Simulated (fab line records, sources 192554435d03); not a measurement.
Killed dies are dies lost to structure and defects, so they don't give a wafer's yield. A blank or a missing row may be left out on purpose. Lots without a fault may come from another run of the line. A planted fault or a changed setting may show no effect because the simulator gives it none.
Chamber matching | flow n5_finfet | N5_BEOL_M0_CUTY_ETCH_62 on rie_diel-01: 4 sister chambers
The step etches SiARC in CF4, time 58.5 s. 4 wafers are shown with their chamber, then 7 later ones without.

WAFERS WITH THEIR CHAMBER
wafer  | chamber | showerhead_plenum_p_Torr (Torr)
L083.2 | 2       | 2.27
L083.6 | 3       | 2.24
L090.1 | 0       | 2.19
L090.2 | 1       | 2.07

WAFERS WITHOUT THEIR CHAMBER
wafer  | showerhead_plenum_p_Torr (Torr)
L090.5 | 2.23
L092.1 | 2.19
L092.3 | 2.26
L092.6 | 2.07
L094.1 | 2.07
L094.2 | 2.23
L094.3 | 2.19

WHICH CHAMBER EACH WENT THROUGH
wafer  | from the rows above     | in truth
L090.5 | 3                       | 3
L092.1 | 0                       | 0
L092.3 | can't be placed: 2 or 3 | 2
L092.6 | 1                       | 1
L094.1 | 1                       | 1
L094.2 | 3                       | 3
L094.3 | 0                       | 0
Placed correctly: 6 of 7. Can't be placed from these rows: 1 (the true chamber is among the candidates in 1). Placed wrongly: 0.
How it was worked out, from the rows above alone: a wafer's distance from a chamber is the root of the sum, over the readings, of the square of ((its reading less the chamber's mean) divided by the reading's scatter). The wafer belongs to the nearest chamber; if the next one is less than 2 further off, it can't be placed. A chamber's mean is the mean of its shown wafers. The scatter: with one shown wafer a chamber, the root of the mean of the squares of how far each hidden wafer lies from its nearest shown one.
